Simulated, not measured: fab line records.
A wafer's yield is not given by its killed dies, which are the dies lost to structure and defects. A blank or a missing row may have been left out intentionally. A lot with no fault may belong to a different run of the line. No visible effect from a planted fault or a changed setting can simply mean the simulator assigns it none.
fab line records -- flow nand_harc
[record] lots = 6, wafers = 18, last_day = 24
route steps=1159 shown P_STI@82 P_GATE@110 END@1159
lots untouched by any fault: they come from a run of this same line in which no faults occurred
start_h: hours from the record's first day to the start of the lot's first wafer shown -- wait_h: how many hours have passed since the lot's step before this one -- " as in the row above -- L1.1+2: several wafers, shown together as one row -- - either no value or no given start -- * or withheld: withheld -- < > ~ a bound
route shown NAME@n: NAME is a module with steps in the file, n the number in the route of the first one -- usual: mean and standard deviation over wafers with no fault -- same: alike in all rows -- chamber/n: place in a boat -- sites: the reading at each site -- _std_site: standard deviation across them -- _edge_site: inner sites' mean taken away from outer sites' mean -- radius_mm: for every site, how far away it sits from the centre of the wafer -- mask NAME#n: copy n -- behind: the most recent tool/chamber to have shaped the wafer -- hold: why the lot went on hold/how many hours it stayed there/how the hold came to an end -- device: the transistor (n, p or np) that didn't switch -- end of line: the tests these same wafers got at the end of their route -- where a step has no rows: the recipe by itself -- killed: dies that structure and defects cost at the first sort, which is not the same as the wafer's yield -- map: the dies of a wafer, with x for killed, . for not killed, _ for no die there
set.NAME: the setting as run; set.NAME@STEP: as run at that earlier step -- model.NAME: the simulator's own value behind a step, which no gauge read
certain route steps with their lots: each step a table, each wafer a row
services: the hour from which a tool's chamber was out of use, counted from the record's first day as start_h (under 0 if before that day), plus the number of hours and why
[[steps]]
[step NHARC_P_STI_DEVELOP_08]
[recipe] time_s = 50, dev_temp_c = 22
[step NHARC_P_STI_CD_MEAS_09]
[recipe] target_cd_nm = 200, landing_energy_ev = 500
[usual] cd_nm = 199.8/1.9
lot.wafer,tool,chamber,start_h,wait_h,cd_nm
L400.2,cd_sem-03,0,57.20,-,200.1
L400.3,cd_sem-03,0,57.20,-,197.2
L400.5,cd_sem-03,0,57.20,-,197.2
L399.1,cd_sem-03,0,57.37,-,198.7
L399.3,cd_sem-03,0,57.37,-,197.9
L399.5,cd_sem-03,0,57.37,-,201.6
L402.3,cd_sem-03,0,70.94,-,200.1
L402.4,cd_sem-03,0,70.94,-,199.1
L402.5,cd_sem-03,0,70.94,-,198.2
L410.2,cd_sem-01,0,119.24,-,199.7
L410.3,cd_sem-01,0,119.24,-,199.5
L410.5,cd_sem-01,0,119.24,-,200.7
L415.3,cd_sem-01,0,150.80,-,200.6
L415.4,cd_sem-01,0,150.80,-,199.8
L415.6,cd_sem-01,0,150.80,-,196.6
L419.2,cd_sem-01,0,173.00,-,202.4
L419.3,cd_sem-01,0,173.00,-,203.0
L419.4,cd_sem-01,0,173.00,-,201.3
[step NHARC_P_STI_OVL_MEAS_10]
[usual] overlay_x_nm = 0/6.2, overlay_y_nm = -1/4.5
lot.wafer,tool,chamber,start_h,wait_h,overlay_x_nm,overlay_y_nm
L400.2,overlay-02,-,57.29,-,10,0
L400.3,overlay-02,-,57.29,-,10,-1
L400.5,overlay-02,-,57.29,-,10,0
L399.1,overlay-01,-,57.46,-,-6,-6
L399.3,overlay-01,-,57.46,-,-6,-6
L399.5,overlay-01,-,57.46,-,-6,-6
L402.3,overlay-02,-,71.03,-,2,1
L402.4,overlay-02,-,71.03,-,3,0
L402.5,overlay-02,-,71.03,-,3,1
L410.2,overlay-02,-,119.32,-,-8,1
L410.3,overlay-02,-,119.32,-,-8,0
L410.5,overlay-02,-,119.32,-,-7,0
L415.3,overlay-02,-,150.88,-,1,-8
L415.4,overlay-02,-,150.88,-,2,-8
L415.6,overlay-02,-,150.88,-,1,-7
L419.2,overlay-01,-,173.08,-,-7,-9
L419.3,overlay-01,-,173.08,-,-7,-9
L419.4,overlay-01,-,173.08,-,-7,-9
[step NHARC_P_STI_INSPECT_11]
[usual] raw_defect_count = 5.5/2.6
lot.wafer,tool,chamber,start_h,wait_h,raw_defect_count
L400.2,defect_inspect-01,-,57.33,0.0,6
L400.3,defect_inspect-01,-,57.33,0.0,9
L400.5,defect_inspect-01,-,57.33,0.0,3
L399.1,defect_inspect-01,-,57.49,0.0,1
L399.3,defect_inspect-01,-,57.49,0.0,6
L399.5,defect_inspect-01,-,57.49,0.0,4
L402.3,defect_inspect-02,-,71.06,0.0,6
L402.4,defect_inspect-02,-,71.06,0.0,3
L402.5,defect_inspect-02,-,71.06,0.0,7
L410.2,defect_inspect-01,-,119.36,0.0,5
L410.3,defect_inspect-01,-,119.36,0.0,4
L410.5,defect_inspect-01,-,119.36,0.0,7
L415.3,defect_inspect-01,-,150.92,0.0,6
L415.4,defect_inspect-01,-,150.92,0.0,5
L415.6,defect_inspect-01,-,150.92,0.0,2
L419.2,defect_inspect-01,-,173.12,0.0,6
L419.3,defect_inspect-01,-,173.12,0.0,3
L419.4,defect_inspect-01,-,173.12,0.0,7
[step NHARC_P_STI_HARDBAKE_13]
[recipe] temp_c = 118, time_s = 65
[step NHARC_P_STI_DESCUM_14]
[recipe] time_s = 3, o2_flow_sccm = 200, ar_flow_sccm = 0, bias_power_w = 0, chemistry = O2
[usual] drypump_motor_current_A = 5.7/0.48, oes_product_au = 1.001/0.01, rf_vpp_V = 57.8/0.94, showerhead_plenum_p_Torr = 1.93/0.073, throttle_valve_pct = 11.310/0.0094
lot.wafer,tool,chamber,start_h,wait_h,drypump_motor_current_A,oes_product_au,rf_hours_counter_h,rf_vpp_V,showerhead_plenum_p_Torr,throttle_valve_pct
L400.3,rie_diel-12,2,57.47,-,6.2,1.023,0.4,58.2,1.89,11.296
L400.2,rie_diel-12,3,57.47,-,5.5,0.993,1.2,57.8,1.92,11.306
L400.5,rie_diel-12,1,57.47,-,6.0,1.018,-,57.6,1.89,11.327
L399.3,rie_diel-03,2,57.63,-,6.4,1.001,0.2,58.8,2.04,11.323
L399.1,rie_diel-03,3,57.63,-,5.0,1.011,0.1,57.7,1.93,11.307
L399.5,rie_diel-03,3,57.63,-,5.0,1.009,-,57.8,1.93,11.305
L402.4,rie_diel-04,2,71.21,-,5.9,1.000,4.9,56.6,1.80,11.314
L402.3,rie_diel-04,0,71.21,-,5.2,1.003,4.8,56.9,1.79,11.307
L402.5,rie_diel-04,1,71.21,-,5.7,1.016,-,58.9,1.95,11.308
L410.2,rie_diel-12,2,119.49,-,6.2,0.992,5.4,57.2,1.89,11.319
L410.3,rie_diel-12,0,119.49,-,4.9,1.003,5.4,59.3,2.00,11.305
L410.5,rie_diel-12,2,119.49,-,6.2,0.999,-,57.0,1.89,11.305
L415.4,rie_diel-12,2,151.06,-,6.2,0.993,7.3,57.4,1.89,11.293
L415.3,rie_diel-12,3,151.06,-,5.5,0.991,8.1,56.4,1.92,11.305
L415.6,rie_diel-12,2,151.06,-,6.2,0.990,-,59.0,1.89,11.326
L419.2,rie_diel-12,2,173.26,-,6.2,0.982,8.0,57.2,1.89,11.321
L419.4,rie_diel-12,0,173.26,-,4.9,1.002,8.4,57.5,2.00,11.315
L419.3,rie_diel-12,1,173.26,-,6.0,0.999,8.3,58.2,1.88,11.299
[step NHARC_P_STI_ETCH_42]
[recipe] target_depth_a = 800, overetch_a = 240, time_s = 61, ion_energy_ev = 200, n2_flow_sccm = 150, h2_flow_sccm = 150, ar_flow_sccm = 0, rf_w = 400, bias_w = 150, chemistry = N2/H2
[usual] drypump_motor_current_A = 5.7/0.49, oes_product_au = 1.003/0.0092, rf_vpp_V = 430.8/2.3, showerhead_plenum_p_Torr = 2.06/0.079, throttle_valve_pct = 14.172/0.0089
lot.wafer,tool,chamber,start_h,wait_h,drypump_motor_current_A,oes_product_au,rf_hours_counter_h,rf_vpp_V,showerhead_plenum_p_Torr,throttle_valve_pct
L400.2,rie_diel-12,0,57.55,0.1,4.9,1.013,1.1,433.1,2.14,14.165
L400.3,rie_diel-12,2,57.55,0.1,6.2,1.018,0.4,429.3,2.01,14.172
L400.5,rie_diel-12,1,57.55,0.1,6.0,1.004,-,428.7,2.01,14.169
L399.3,rie_diel-03,3,57.71,0.1,5.0,0.999,0.1,431.5,2.06,14.170
L399.1,rie_diel-03,2,57.71,0.1,6.4,1.006,0.2,434.6,2.18,14.178
L399.5,rie_diel-03,0,57.71,0.1,5.5,1.000,-,431.4,2.07,14.180
L402.3,rie_diel-04,0,71.29,0.1,5.2,1.001,4.8,426.3,1.91,14.167
L402.4,rie_diel-04,1,71.29,0.1,5.7,1.012,4.8,432.7,2.08,14.175
L402.5,rie_diel-04,2,71.29,0.1,5.9,0.999,-,428.4,1.91,14.170
L410.2,rie_diel-12,0,119.87,0.4,4.9,1.005,5.5,433.3,2.14,14.168
L410.3,rie_diel-12,3,119.87,0.4,5.5,0.995,6.2,429.9,2.05,14.166
L410.5,rie_diel-12,0,119.87,0.4,4.9,0.998,-,433.7,2.14,14.183
L415.4,rie_diel-12,0,151.14,0.1,4.9,1.021,7.8,434.8,2.14,14.187
L415.3,rie_diel-12,2,151.14,0.1,6.2,1.002,7.4,430.0,2.01,14.166
L415.6,rie_diel-12,0,151.14,0.1,4.9,1.017,-,432.1,2.14,14.152
L419.2,rie_diel-12,2,173.34,0.1,6.2,1.003,8.0,431.0,2.01,14.188
L419.3,rie_diel-12,3,173.34,0.1,5.6,0.994,8.6,431.4,2.05,14.183
L419.4,rie_diel-12,1,173.34,0.1,6.0,1.006,8.4,430.9,2.01,14.164
[step NHARC_P_STI_ETCH_31]
[recipe] target_depth_a = 1089, time_s = 54.5, cf4_flow_sccm = 100, chf3_flow_sccm = 30, ar_flow_sccm = 0, rf_w = 500, bias_w = 200, chemistry = CF4/CHF3
[usual] drypump_motor_current_A = 5.7/0.5, oes_product_au = 0.967/0.015, rf_vpp_V = 371.1/2, showerhead_plenum_p_Torr = 1.59/0.057, throttle_valve_pct = 16.801/0.01
lot.wafer,tool,chamber,start_h,wait_h,drypump_motor_current_A,oes_product_au,rf_hours_counter_h,rf_vpp_V,showerhead_plenum_p_Torr,throttle_valve_pct
L400.2,rie_diel-12,1,-,-,6.0,0.971,1.0,371.5,1.55,16.804
L400.3,rie_diel-12,2,-,-,6.2,0.977,0.4,370.3,1.55,16.795
L400.5,rie_diel-12,3,-,-,5.5,0.982,-,371.2,1.58,16.815
L399.1,rie_diel-03,2,-,-,6.3,0.963,0.2,373.8,1.67,16.798
L399.3,rie_diel-03,0,-,-,5.5,0.980,0.3,371.8,1.59,16.805
L399.5,rie_diel-03,3,-,-,5.0,0.977,-,372.7,1.59,16.814
L402.4,rie_diel-04,0,-,-,5.2,0.967,4.8,365.8,1.48,16.808
L402.3,rie_diel-04,2,-,-,5.9,0.952,4.9,368.4,1.48,16.815
L402.5,rie_diel-04,0,-,-,5.2,0.970,-,367.4,1.48,16.803
L410.3,rie_diel-12,1,-,-,6.0,0.967,5.5,370.3,1.55,16.789
L410.2,rie_diel-12,3,-,-,5.5,0.952,6.2,370.7,1.58,16.797
L410.5,rie_diel-12,2,-,-,6.2,0.960,-,369.7,1.55,16.801
L415.4,rie_diel-12,1,-,-,6.0,0.977,7.8,368.5,1.55,16.810
L415.3,rie_diel-12,3,-,-,5.5,0.969,8.1,371.2,1.58,16.808
L415.6,rie_diel-12,1,-,-,6.0,0.967,-,369.1,1.55,16.801
L419.2,rie_diel-12,1,-,-,6.0,0.982,8.4,369.3,1.55,16.791
L419.3,rie_diel-12,2,-,-,6.2,0.959,8.0,371.7,1.55,16.799
L419.4,rie_diel-12,0,-,-,4.8,0.989,8.4,372.4,1.64,16.796
[step NHARC_P_STI_ETCH_15]
[recipe] target_depth_a = 3000, taper_deg = 4, time_s = 100.1, hbr_flow_sccm = 150, cl2_flow_sccm = 50, rf_w = 400, icp_w = 400, bias_w = 100, chemistry = HBr/Cl2
[usual] drypump_motor_current_A = 5.7/0.61, oes_product_au = 0.998/0.011, throttle_valve_pct = 26.406/0.0087
lot.wafer,tool,chamber,start_h,wait_h,drypump_motor_current_A,oes_product_au,rf_hours_counter_h,throttle_valve_pct
L400.2,rie_si-05,2,57.75,-,6.1,1.013,1.2,26.412
L400.3,rie_si-05,3,57.75,-,5.1,1.005,1.2,26.393
L400.5,rie_si-05,2,57.75,-,6.0,1.002,-,26.393
L399.1,rie_si-04,3,57.93,-,6.6,0.992,1.0,26.409
L399.3,rie_si-04,0,57.93,-,6.3,0.982,1.0,26.395
L399.5,rie_si-04,2,57.93,-,5.3,0.989,-,26.409
L402.4,rie_si-05,3,71.47,-,5.1,1.000,0.0,26.409
L402.3,rie_si-05,1,71.47,-,6.5,0.988,0.0,26.408
L402.5,rie_si-05,3,71.47,-,5.1,0.997,-,26.397
L410.2,rie_si-05,0,120.09,-,5.0,1.011,0.4,26.409
L410.3,rie_si-05,1,120.09,-,6.6,1.012,0.4,26.418
L410.5,rie_si-05,3,120.09,-,5.1,1.003,-,26.403
L415.3,rie_si-04,0,151.35,-,6.3,0.988,0.2,26.409
L415.4,rie_si-04,2,151.35,-,5.3,0.997,0.2,26.403
L415.6,rie_si-04,0,151.35,-,6.3,0.983,-,26.411
L419.3,rie_si-05,3,173.53,-,5.1,0.998,1.0,26.413
L419.2,rie_si-05,1,173.53,-,6.6,0.992,0.8,26.399
L419.4,rie_si-05,2,173.53,-,6.1,1.002,0.8,26.405
[step NHARC_P_STI_CD_MEAS_16]
[usual] cd_nm = 199.2/2.2
lot.wafer,tool,chamber,start_h,wait_h,cd_nm
L400.2,cd_sem-01,-,57.90,-,199.2
L400.3,cd_sem-01,-,57.90,-,197.0
L400.5,cd_sem-01,-,57.90,-,196.1
L399.1,cd_sem-03,-,58.07,-,197.9
L399.3,cd_sem-03,-,58.07,-,196.4
L399.5,cd_sem-03,-,58.07,-,199.7
L402.3,cd_sem-02,-,71.64,-,200.5
L402.4,cd_sem-02,-,71.64,-,198.1
L402.5,cd_sem-02,-,71.64,-,198.8
L410.2,cd_sem-02,-,120.22,-,198.6
L410.3,cd_sem-02,-,120.22,-,199.0
L410.5,cd_sem-02,-,120.22,-,199.0
L415.3,cd_sem-02,-,151.50,-,202.1
L415.4,cd_sem-02,-,151.50,-,198.8
L415.6,cd_sem-02,-,151.50,-,195.7
L419.2,cd_sem-03,-,173.70,-,203.0
L419.3,cd_sem-03,-,173.70,-,199.8
L419.4,cd_sem-03,-,173.70,-,202.0
[step NHARC_P_STI_OCD_MEAS_17]
[usual] trench_depth_nm = 300/4.6, trench_foot_cd_nm = 157.9/2.2
lot.wafer,tool,chamber,start_h,wait_h,trench_depth_nm,trench_foot_cd_nm
L400.2,ocd-02,-,57.99,0.1,303,157.8
L400.3,ocd-02,-,57.99,0.1,299,155.1
L400.5,ocd-02,-,57.99,0.1,302,154.7
L399.1,ocd-01,-,58.16,0.1,297,157.3
L399.3,ocd-01,-,58.16,0.1,294,156.6
L399.5,ocd-01,-,58.16,0.1,297,160.3
L402.3,ocd-02,-,71.72,0.1,294,158.1
L402.4,ocd-02,-,71.72,0.1,298,157.6
L402.5,ocd-02,-,71.72,0.1,299,156.5
L410.2,ocd-02,-,120.31,0.1,307,157.0
L410.3,ocd-02,-,120.31,0.1,301,157.3
L410.5,ocd-02,-,120.31,0.1,302,158.0
L415.3,ocd-01,-,151.58,0.1,294,159.2
L415.4,ocd-01,-,151.58,0.1,299,158.5
L415.6,ocd-01,-,151.58,0.1,296,155.4
L419.2,ocd-01,-,173.78,0.1,296,161.3
L419.3,ocd-01,-,173.78,0.1,301,160.6
L419.4,ocd-01,-,173.78,0.1,296,160.2
[step NHARC_P_STI_STRIP_19]
[recipe] time_s = 900, temp_c = 130, chemistry = SPM
[step NHARC_P_STI_PRECLEAN_32]
[recipe] time_s = *, temp_c = 50, bath_age_min = 0, chemistry = SC1
lot.wafer,tool,chamber,start_h,wait_h
L400.2+5+3,wet_bench-07,"3,5,0",58.09,-
L399.5+3+1,wet_bench-03,"2,3,4",58.28,-
L402.3+4+5,wet_bench-03,"7,0,4",71.83,-
L410.3+5+2,wet_bench-07,"1,2,3",120.42,-
L415.4+3+6,wet_bench-07,"2,3,5",151.70,-
L419.2+3+4,wet_bench-03,"4,5,0",173.94,-
[step NHARC_P_STI_SRD_23]
[step NHARC_P_STI_OCD_MEAS_43]
[usual] trench_depth_nm = 300/4.6, trench_foot_cd_nm = 157.9/2.2
lot.wafer,tool,chamber,start_h,wait_h,trench_depth_nm,trench_foot_cd_nm
L400.2,ocd-02,-,58.49,-,303,157.6
L400.3,ocd-02,-,58.49,-,299,154.9
L400.5,ocd-02,-,58.49,-,302,154.0
L399.1,ocd-01,-,58.68,-,297,157.6
L399.3,ocd-01,-,58.68,-,295,155.9
L399.5,ocd-01,-,58.68,-,297,160.1
L402.3,ocd-01,-,72.23,-,293,158.4
L402.4,ocd-01,-,72.23,-,298,157.3
L402.5,ocd-01,-,72.23,-,299,156.2
L410.2,ocd-01,-,120.81,-,307,156.9
L410.3,ocd-01,-,120.81,-,300,157.0
L410.5,ocd-01,-,120.81,-,302,157.7
L415.3,ocd-02,-,152.09,-,293,159.3
L415.4,ocd-02,-,152.09,-,300,157.9
L415.6,ocd-02,-,152.09,-,296,155.6
L419.2,ocd-02,-,174.34,-,295,161.5
L419.3,ocd-02,-,174.34,-,300,160.8
L419.4,ocd-02,-,174.34,-,295,160.7
[step NHARC_P_STI_OXIDE_33]
[recipe] target_thk_a = 100, temp_c = 1000, ox_time_s = 281, material = SiO2
[step NHARC_P_STI_HDPCVD_20]
[recipe] target_thk_a = withheld, sigma_open_frac = withheld, material = SiO2
[step NHARC_P_STI_ANNEAL_34]
[recipe] temp_c = 1000, time_s = 1800
[step NHARC_P_STI_CMP_21]
[recipe] t_overpolish_s = 20, target_thk_nm = 380.67
[usual] motor_current_A = 12.1/0.99, overpolish_run_s = 20.000/0.008
lot.wafer,tool,chamber,start_h,wait_h,motor_current_A,overpolish_run_s
L400.3,cmp-04,0,82.21,0.4,11.7,19.996
L400.2,cmp-04,2,82.21,0.4,12.2,20.004
L400.5,cmp-04,0,82.21,0.4,12.0,20.007
L399.3,cmp-03,2,82.21,0.4,12.0,19.986
L399.1,cmp-03,0,82.21,0.4,10.5,19.994
L399.5,cmp-03,3,82.21,0.4,12.1,19.992
L402.3,cmp-04,2,86.06,0.4,12.6,20.007
L402.4,cmp-04,0,86.06,0.4,11.7,20.005
L402.5,cmp-04,2,86.06,0.4,12.4,19.991
L410.2,cmp-04,0,139.97,0.4,12.1,19.996
L410.3,cmp-04,2,139.97,0.4,12.5,20.005
L410.5,cmp-04,1,139.97,0.4,13.1,19.982
L415.4,cmp-04,1,170.41,0.4,13.4,20.004
L415.3,cmp-04,3,170.41,0.4,11.2,19.999
L415.6,cmp-04,1,170.41,0.4,13.3,19.999
L419.2,cmp-01,2,194.58,0.4,12.9,19.995
L419.4,cmp-01,3,194.58,0.4,13.3,19.996
L419.3,cmp-01,0,194.58,0.4,11.3,20.017
[step NHARC_P_STI_SRD_35]
[step NHARC_P_STI_ETCH_36]
[recipe] target_depth_a = 388, chemistry = dHF, material = SiO2
[step NHARC_P_STI_STRIP_24]
[recipe] temp_c = 160, chemistry = H3PO4, material = Si3N4
[step NHARC_P_STI_ETCH_37]
[recipe] target_depth_a = 110, chemistry = dHF, material = SiO2
[step NHARC_P_STI_PRECLEAN_38]
[recipe] time_s = *, temp_c = 50, bath_age_min = 0, chemistry = SC1
[step NHARC_P_STI_SRD_39]
[step NHARC_P_STI_OXIDE_40]
[recipe] target_thk_a = 100, temp_c = 900, ox_time_s = 1362, material = SiO2
[step NHARC_P_GATE_ETCH_69]
[recipe] target_depth_a = 140, chemistry = dHF, material = SiO2
[step NHARC_P_GATE_PRECLEAN_70]
[recipe] time_s = *, temp_c = 50, bath_age_min = 0, chemistry = SC1
[step NHARC_P_GATE_SRD_01]
[step NHARC_P_GATE_OXIDE_02]
[recipe] target_thk_a = 375, temp_c = 950, p_h2o_torr = 720, ox_time_s = 365, material = SiO2
[step NHARC_P_GATE_DEHYDRATE_03]
[recipe] temp_c = 150, time_s = 120
[step NHARC_P_GATE_HMDS_04]
[recipe] time_s = 30
[step NHARC_P_GATE_COAT_05]
[recipe] spin_rpm = 4690
[step NHARC_P_GATE_SOFTBAKE_06]
[recipe] temp_c = 122, time_s = 95
[step NHARC_P_GATE_EBR_07]
[step NHARC_P_GATE_EXPOSE_08]
[recipe] na = 0.6, dose_mj = 16.75, mask_id = P_HV
[step NHARC_P_GATE_PEB_09]
[recipe] peb_temp_c = 118, peb_time_s = 85
[step NHARC_P_GATE_DEVELOP_10]
[recipe] time_s = 70
[step NHARC_P_GATE_CD_MEAS_11]
[recipe] target_cd_nm = 1640, landing_energy_ev = 500
[usual] cd_nm = 1639.7/1.5
lot.wafer,tool,chamber,start_h,wait_h,cd_nm
L399.1,cd_sem-03,0,98.55,-,1638.2
L399.3,cd_sem-03,0,98.55,-,1638.7
L399.5,cd_sem-03,0,98.55,-,1639.4
L400.2,cd_sem-02,0,98.72,-,1638.4
L400.3,cd_sem-02,0,98.72,-,1637.1
L400.5,cd_sem-02,0,98.72,-,1635.9
L402.3,cd_sem-03,0,102.68,-,1637.3
L402.4,cd_sem-03,0,102.68,-,1638.3
L402.5,cd_sem-03,0,102.68,-,1639.0
L410.2,cd_sem-03,0,158.36,-,1640.7
L410.3,cd_sem-03,0,158.36,-,1641.2
L410.5,cd_sem-03,0,158.36,-,1639.7
L415.3,cd_sem-01,0,186.93,-,1637.0
L415.4,cd_sem-01,0,186.93,-,1640.4
L415.6,cd_sem-01,0,186.93,-,1639.8
L419.2,cd_sem-01,0,219.01,-,1639.2
L419.3,cd_sem-01,0,219.01,-,1638.9
L419.4,cd_sem-01,0,219.01,-,1638.7
[step NHARC_P_GATE_HARDBAKE_12]
[recipe] temp_c = 125, time_s = 80
[step NHARC_END_SORT_01]
[recipe] temp_c = 25
[usual] killed_at_array = 29/11, killed_at_other = 0.7/1.1, killed_at_periphery = 3.1/2, killed_dies = 33/11, killed_open = 3.5/1.8, killed_short = 2.0/1.4
[same] gross_dies = 677
lot.wafer,tool,chamber,start_h,wait_h,killed_at_array,killed_at_other,killed_at_periphery,killed_dies,killed_open,killed_short
L402.5,prober-01,0,483.43,3.7,27,4,75,106,1,3
L399.1,prober-02,0,491.82,2.5,10,0,68,78,3,1
// killed by level:class
L402.5 P_STI:unspecified=67 A_CHANNEL_HOLE_D1:chamber_film_flake=15 A_SLIT:chamber_film_flake=10 THIN_TSV:chamber_film_flake=4 P_BONDPAD:chamber_film_flake=3 P_M1:chamber_film_flake=2 P_GATE:geometric_particle:open=1 P_GATE:geometric_particle:short=1
L399.1 P_STI:unspecified=67 A_SLIT:chamber_film_flake=2 A_CONTACT:chamber_film_flake=2 A_CHANNEL_FILL_D1:geometric_particle:open=1 A_CONTACT:geometric_particle:open=1 A_BLC:geometric_particle:open=1 A_BLC:geometric_particle:short=1 P_STI:chamber_film_flake=1
// map L399.1 (x killed, . not)
____________.____________
_________......._________
_______..........._______
______.............______
_____.............x._____
____.................____
____.................____
___...................___
___...................___
__..............x......__
__..............x...x.x__
_......................._
_................x......_
_......................._
_......................._
_......................._
.........................
.........................
.........................
x........................
.........................
_......x.......x........_
_......................._
_...........xx.........._
_............xx........._
_..........x............_
__.........x.xxxx.x....__
__...........xxxx......__
___.......x.xxxxxx....___
___......xxxxxxxx.....___
____......xxxxxxx.x..____
____......xxxxxxxx...____
_____......xxxxxxx.._____
______.....xxxxxx..______
_______...x.xxxxxx_______
_________.....xx_________
____________x____________
// map L402.5 (x killed, . not)
____________.____________
_________......._________
_______..........._______
______.............______
_____..............._____
____.................____
____.................____
___...................___
___...................___
__..x..x...............__
__...x.x...............__
_...x.x............x...._
_..xxx.x................_
_....xx.x..............._
_.x.xxxx................_
_....x.x.............x.._
....xx..x...........x....
...x.x.x.................
x......x.........x.......
...x.....................
.........................
_......................._
_......................._
_.....x.......x........._
_......................._
_...........xx.xx......._
__........xxxxxxx......__
__.........xxxxx.x.....__
___........xxxxxx.....___
___.........xxxxxx....___
____.......xxxxxxxx..____
____.......xxxxxxx...____
_____...x..xxxxxxxx._____
______....xxxxxxxx.______
_______.....xxxxx._______
_________..xxxxx_________
____________.____________
[[services]]
tool,chamber,start_h,hours,kind
rie_diel-03,-,38.30,9.0,pm
rie_si-04,3,50.01,1.2,repair
cmp-03,-,58.09,4.0,pm
cmp-01,-,60.84,3.9,repair
rie_si-05,-,62.06,9.0,pm
cmp-01,-,82.98,4.0,pm
rie_si-05,3,83.23,5.7,repair
cmp-04,-,89.15,2.3,repair
rie_diel-04,3,93.70,6.7,repair
wet_bench-07,-,96.00,8.0,pm
rie_si-04,-,99.00,9.0,pm
cmp-04,-,110.49,4.0,pm
rie_diel-04,-,111.90,9.0,pm
wet_bench-07,-,117.88,2.3,repair
cmp-03,-,120.61,1.1,repair
cmp-03,-,137.83,0.9,repair
rie_diel-03,0,141.63,4.3,repair
wet_bench-03,-,146.44,8.0,pm
rie_diel-12,3,154.02,6.5,repair
cmp-01,-,156.02,1.3,repair
cmp-03,-,156.09,4.0,pm
rie_si-04,2,172.70,11.4,repair
rie_diel-04,-,180.16,0.8,repair
cmp-01,-,180.98,4.0,pm
[[key]]
[first_sign] step = NHARC_END_SORT_01, reading = killed_at_periphery, direction = up, sigmas = 34, usual = 3.1, struck = 71.5
[effect] step = NHARC_END_SORT_01, reading = killed_dies, direction = up, sigmas = 5.6, usual = 33, struck = 92
[more_kills_born_at] NHARC_P_STI_PRECLEAN_32@wet_bench-03 = 134
met_at NHARC_P_STI_PRECLEAN_32
struck_wafers L399.1,L402.5
tester_left_out L399,L402
[fault] kind = chamber_particle_source, tool = wet_bench-03, chamber = 4, onset_h = 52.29, steps = NHARC_P_STI_PRECLEAN_32, rate_per_visit_cm2 = 0.5479, end_h = 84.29
// tester_left_out: of these lots the tester's yield and bins aren't shown, on N5 and GAA mostly nor the transistor test; their killed dies are dies lost to structure and defects alone, not to doping, threshold or leakage, so they don't give the yield
